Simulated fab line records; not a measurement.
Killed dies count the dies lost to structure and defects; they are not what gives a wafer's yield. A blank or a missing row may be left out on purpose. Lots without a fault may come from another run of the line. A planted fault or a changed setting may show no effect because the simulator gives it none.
Which of the tools did it?    flow n5-finfet    9 lots, 27 wafers sampled, at 5 steps of a route of 1938

WHAT THE GAUGES READ, wafer by wafer
N5_BEOL_M1_INSPECT_59: inspects for defects (darkfield). Usual: raw-defect-count reads 75 (standard deviation 27).
lot   measured      on                 raw-defect-count  flag
L498  day 6 20:38   defect-inspect-02  96 141 57         
L500  day 7 10:56   defect-inspect-02  62 61 114         
L502  day 7 11:47   defect-inspect-01  73 66 76          
L504  day 8 00:44   defect-inspect-02  86 54 60          
L507  day 9 08:28   defect-inspect-02  65 100 62         
L508  day 9 09:53   defect-inspect-01  56 66 36          
L512  day 10 12:00  defect-inspect-02  97 76 64          
L519  day 12 03:35  defect-inspect-02  62 40 50          
L520  day 12 06:18  defect-inspect-02  67 59 100         

N5_BEOL_M2_CD_MEAS_11 targets a cd of 16.79 nm. Usual: cd-nm reads 16.83 nm (standard deviation 0.24).
lot   measured      on         cd-nm (nm)         flag
L498  day 6 23:17   cd-sem-01  16.86 16.93 16.79  
L500  day 7 12:06   cd-sem-02  16.91 16.93 16.70  
L502  day 7 13:14   cd-sem-01  17.31 17.01 17.08  
L504  day 8 02:07   cd-sem-01  16.85 16.74 16.83  
L507  day 9 11:10   cd-sem-01  16.36 16.48 16.71  
L508  day 9 11:20   cd-sem-02  16.43 16.63 16.78  
L512  day 10 13:12  cd-sem-02  16.74 16.93 16.92  
L519  day 12 05:01  cd-sem-01  16.85 16.81 16.71  
L520  day 12 08:41  cd-sem-01  16.99 17.20 16.94  

N5_BEOL_M4_RC_MEAS_101. Usual: DIBL_N 35.3 mV/V, standard deviation 1.5; DIBL_P 35.3 mV/V, standard deviation 1.9; IOFF_N 0.145 nA/um, standard deviation 0.027; IOFF_P 0.20 nA/um, standard deviation 0.033; ION_N 670 uA/um, standard deviation 12; ION_P 462 uA/um, standard deviation 6.8; SS_N 71.3 mV/dec, standard deviation 0.6; SS_P 73.1 mV/dec, standard deviation 0.7; VT_N 251 mV, standard deviation 3.4; VT_P -251 mV, standard deviation 3.2.
lot   measured      on         DIBL_N (mV/V)   DIBL_P (mV/V)   IOFF_N (nA/um)     IOFF_P (nA/um)  ION_N (uA/um)  ION_P (uA/um)  SS_N (mV/dec)   SS_P (mV/dec)   VT_N (mV)    VT_P (mV)       flag
L498  day 8 14:43   prober-02  35.3 33.1 35.4  35.0 32.6 35.4  0.147 0.115 0.157  0.18 0.16 0.20  670 664 679    456 458 466    71.7 70.6 70.9  72.2 72.7 72.6  248 254 248  -254 -252 -247  
L500  day 9 00:02   prober-02  33.6 36.0 35.5  35.7 38.2 37.7  0.140 0.180 0.182  0.19 0.24 0.22  675 683 686    461 466 462    70.7 71.5 71.5  74.2 73.6 74.4  247 245 246  -252 -249 -248  
L502  day 9 14:56   prober-02  34.1 35.1 35.1  32.8 32.7 32.5  0.123 0.135 0.121  0.19 0.19 0.18  667 666 654    463 460 452    70.3 70.8 70.6  72.7 72.9 72.9  251 249 253  -251 -251 -252  
L504  day 10 16:01  prober-02  39.0 35.8 36.0  40.1 36.8 36.7  0.230 0.172 0.174  0.33 0.25 0.25  693 676 679    476 474 471    72.4 72.2 71.8  75.6 73.9 73.8  247 245 252  -242 -241 -246  
L507  day 11 00:26  prober-01  35.3 32.1 34.6  35.3 31.7 35.5  0.149 0.108 0.132  0.23 0.17 0.21  674 662 664    465 460 462    71.1 70.5 71.6  73.4 71.9 72.2  251 254 253  -250 -250 -246  
L508  day 11 01:06  prober-02  33.6 33.6 34.0  32.8 33.8 34.8  0.111 0.130 0.126  0.17 0.20 0.20  659 674 656    452 474 458    70.7 70.3 71.2  71.5 72.5 72.3  256 249 255  -253 -250 -248  
L512  day 11 19:53  prober-01  36.2 34.2 35.7  36.4 35.0 36.0  0.143 0.112 0.139  0.19 0.17 0.19  669 657 677    458 459 465    71.5 71.6 70.9  73.0 72.5 73.7  250 255 251  -252 -251 -252  
L519  day 13 16:16  prober-01  36.1 36.3 35.4  34.9 35.3 35.1  0.148 0.159 0.150  0.18 0.19 0.19  668 676 662    454 462 461    71.4 71.4 71.5  73.0 73.0 73.4  251 248 247  -255 -253 -252  
L520  day 13 19:15  prober-02  36.9 35.1 37.1  37.1 34.1 36.7  0.151 0.120 0.148  0.21 0.18 0.22  667 663 658    460 465 456    71.1 71.8 71.5  73.5 72.4 73.8  248 254 250  -249 -250 -248  

TOOL THAT RAN EACH LOT (tool first, then ch and the chambers of the sampled wafers, then the start)
lot   N5_BEOL_M2_HM_DEP_02          N5_BEOL_M2_ETCH_64
L498  pvd-sputter-02, day 6 22:53   rie-diel-04 ch 0,1,2, day 6 23:29
L500  pvd-sputter-02, day 7 11:43   rie-diel-05 ch 0,1, day 7 12:19
L502  pvd-sputter-01, day 7 12:48   rie-diel-03 ch 2,3, day 7 13:26
L504  pvd-sputter-01, day 8 01:36   rie-diel-03 ch 1,2,3, day 8 02:19
L507  pvd-sputter-01, day 9 10:39   rie-diel-04 ch 0,1, day 9 11:22
L508  pvd-sputter-03, day 9 10:46   rie-diel-03 ch 0,2,3, day 9 11:32
L512  pvd-sputter-01, day 10 12:40  rie-diel-03 ch 0,1,2, day 10 13:24
L519  pvd-sputter-01, day 12 04:37  rie-diel-04 ch 0,1,3, day 12 05:13
L520  pvd-sputter-02, day 12 08:17  rie-diel-04 ch 2,3, day 12 08:53
- N5_BEOL_M2_HM_DEP_02: deposits TiN, target thk 20 nm.
- N5_BEOL_M2_ETCH_64: etches SOC in N2/H2, target depth 75 nm, overetch 22.5 nm, time 121.9 s.

AS READ BY THE TOOLS THEMSELVES (means over the sampled wafers that have a number; for cases with no such wafer, the mark the record gives instead)
N5_BEOL_M2_HM_DEP_02. Usual: substrate-temp-c 25.00 C, standard deviation 0.094; susceptor-temp-C 25.00 C, standard deviation 0.1; throttle-valve-pct 29.8 %, standard deviation 0.96.
lot   tool            substrate-temp-c (C)  susceptor-temp-C (C)  throttle-valve-pct (%)  flag
L498  pvd-sputter-02  25.04                 25.08                 29.9                    
L500  pvd-sputter-02  24.97                 25.09                 29.5                    
L502  pvd-sputter-01  25.01                 24.96                 30.1                    
L504  pvd-sputter-01  24.94                 25.01                 29.0                    
L507  pvd-sputter-01  25.05                 25.07                 29.3                    
L508  pvd-sputter-03  24.94                 25.03                 30.0                    
L512  pvd-sputter-01  25.00                 24.94                 30.1                    
L519  pvd-sputter-01  25.03                 24.98                 30.2                    
L520  pvd-sputter-02  25.00                 25.02                 29.7                    

N5_BEOL_M2_ETCH_64. Usual: value, then standard deviation, for each; bias-w 150.1 W / 0.42; chamber-pressure-mTorr 29.999 mTorr / 0.028; drypump-motor-current-A 5.7 A / 0.53; oes-product-au 0.62 a.u. / 0.058; rf-vpp-V 524 V / 3.4; showerhead-plenum-p-Torr 2.55 Torr / 0.12; throttle-valve-pct 17.76 % / 0.25.
lot   tool         bias-w (W)  chamber-pressure-mTorr (mTorr)  drypump-motor-current-A (A)  oes-product-au (a.u.)  rf-vpp-V (V)  showerhead-plenum-p-Torr (Torr)  throttle-valve-pct (%)  flag
L498  rie-diel-04  149.9       29.995                          6.1                          0.61                   527           2.63                             17.53                   
L500  rie-diel-05  150.4       30.008                          5.7                          0.62                   521           2.46                             17.78                   
L502  rie-diel-03  150.4       29.976                          5.0                          0.67                   521           2.45                             17.67                   
L504  rie-diel-03  150.0       30.009                          5.5                          0.60                   521           2.49                             17.91                   
L507  rie-diel-04  149.9       29.991                          6.3                          0.64                   528           2.68                             17.55                   
L508  rie-diel-03  150.3       29.987                          5.2                          0.63                   521           2.43                             17.81                   
L512  rie-diel-03  164.0       29.979                          5.5                          0.61                   552           2.52                             17.95                   OFF
L519  rie-diel-04  150.6       29.980                          6.2                          0.63                   527           2.67                             17.68                   
L520  rie-diel-04  149.8       30.001                          5.8                          0.69                   525           2.55                             17.41                   

THE ANSWER, worked out from the rows above alone
Rule: a lot is off if the mean of its wafers that have a number lies more than 3 standard deviations from the usual mean. A lot without any number at a reading at which 4 lots or more have one is off too. The other lots that the step has rows for count as sound. Order of review: gauges by route order, followed by the tools' own readings, for which a lot's mean as printed above is used. The first step at which some lot is off is used, and at that step the reading that is off furthest; a lot without a number counts as furthest.
Off: L512 (N5_BEOL_M2_ETCH_64, bias-w).
If a tool, at that step or one of the process steps before it, ran each lot that is off and ran no sound lot following the first of them, it fits. One fits: N5_BEOL_M2_ETCH_64 on rie-diel-03. Its last sound lot is L508 (day 9 11:32), its first lot that is off L512 (day 10 13:24): a fault that began between those two fits.
The tool's own readings at N5_BEOL_M2_ETCH_64 bear it out: on the lots that are off they differ by more than 5 times the standard deviation of the sound lots' means. bias-w reads 164.0 W there against 150.2 W on the sound lots; rf-vpp-V reads 552 V there against 524 V on the sound lots.

WHAT WAS PUT IN BY THE SIMULATOR
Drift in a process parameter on rie-diel-03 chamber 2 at N5_BEOL_M2_ETCH_64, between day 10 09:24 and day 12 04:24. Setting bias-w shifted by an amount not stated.
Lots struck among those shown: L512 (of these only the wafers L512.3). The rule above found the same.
